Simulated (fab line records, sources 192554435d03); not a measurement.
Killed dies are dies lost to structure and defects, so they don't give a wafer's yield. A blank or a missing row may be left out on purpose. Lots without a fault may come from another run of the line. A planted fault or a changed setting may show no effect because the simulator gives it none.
Problem report in the 8D (eight disciplines) form, filled by code | flow n5_finfet | the parts of the form that need people (team, actions taken, sign-off) are left out

1. THE PROBLEM
killed_at_M0_to_M3 at N5_PASSIVATION_PROBE_49 reads a mean of 531 on 3 wafers of 3 lots; wafers without a fault read 34 with a standard deviation of 9.3. That is +53 standard deviations from the usual mean.
First seen on wafer L647.5, day 15 14:35, on prober-01. The record holds 6 wafers of 3 lots with a number at this step. Rule for "out", or "out of limits": more than 4 standard deviations from the usual mean. The other wafers with a number count as sound.

2. WHAT IT IS AND WHAT IT IS NOT
question                    | is                                                                                                      | is not
which readings at this step | killed_at_M0_to_M3, defect_limited_yield, killed_dies, sort_bin_5_function, sort_n_pass, sort_yield_pct | killed_at_M4_up, killed_at_contacts, killed_at_front_end, killed_at_other, killed_open, killed_short, sort_bin_6_memory, sort_bin_8_speed
which lots                  | L644, L646, L647                                                                                        | -
which wafers of those lots  | L644.5, L646.5, L647.5                                                                                  | L644.4, L646.2, L647.2
read on which tools         | prober-01, prober-02                                                                                    | -
when                        | from day 15 14:35                                                                                       | up to then (1 sound wafer); but 2 sound wafers of L644, L646 came after

3. SUSPECTS, AND WHAT RULES EACH OUT
Counting: a tool at a process step up to the reading stays a suspect if it ran every lot that is out. Sound lots after the first of them don't rule it out here, since some wafers of a struck lot are sound.
- pvd_sputter-02 at N5_BEOL_M0_SAQP_HM_DEP_02 (deposits TiN, target thk 12 nm): kept. It ran every lot that is out, first L644 (day 7 04:39).
Left after counting: pvd_sputter-02 at N5_BEOL_M0_SAQP_HM_DEP_02.

4. THE CAUSE (what the simulator had put in)
Process parameter drift: pvd_sputter-02, from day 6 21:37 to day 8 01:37, at N5_BEOL_M0_SAQP_HM_DEP_02. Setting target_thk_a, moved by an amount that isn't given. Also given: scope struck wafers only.
Counting left only this tool.

5. THE CHAIN OF EFFECTS, in route order
Each row: a reading whose mean over the struck wafers that have a number lies more than 3 standard deviations from the usual. Only readings for which the record gives a usual standard deviation are gone through. hours: the time from each lot's start at the first step in this table that gives one to its start at this step, as a median over the lots. sigmas: the change in usual standard deviations.
hours | step                    | reading              | usual  | on struck wafers | change | sigmas
0     | N5_PASSIVATION_PROBE_49 | defect_limited_yield | 91.2 % | 48.8             | -42.4  | -30
0     | N5_PASSIVATION_PROBE_49 | killed_at_M0_to_M3   | 34     | 531              | +497   | +53
0     | N5_PASSIVATION_PROBE_49 | killed_dies          | 104    | 604              | +500   | +29
0     | N5_PASSIVATION_PROBE_49 | sort_bin_5_function  | 5.2 %  | 47.3             | +42.1  | +42
0     | N5_PASSIVATION_PROBE_49 | sort_n_pass          | 1069   | 575              | -494   | -9.5
0     | N5_PASSIVATION_PROBE_49 | sort_yield_pct       | 91 %   | 49               | -42    | -9.6
The process steps in it:
- N5_PASSIVATION_PROBE_49

6. WHAT WOULD HAVE CAUGHT IT SOONER
In this record the first reading out of limits was taken at day 15 14:35, 209 hours after the fault began at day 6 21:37.
Of the tool readings at N5_BEOL_M0_SAQP_HM_DEP_02 for which the record gives a usual standard deviation, none was out on any struck wafer, so an alarm limit of 4 standard deviations on them would not have fired.
All the lots that are out (3) had begun N5_BEOL_M0_SAQP_HM_DEP_02 on pvd_sputter-02 by day 15 14:35. A hold on the tool at that time would have spared none of them.
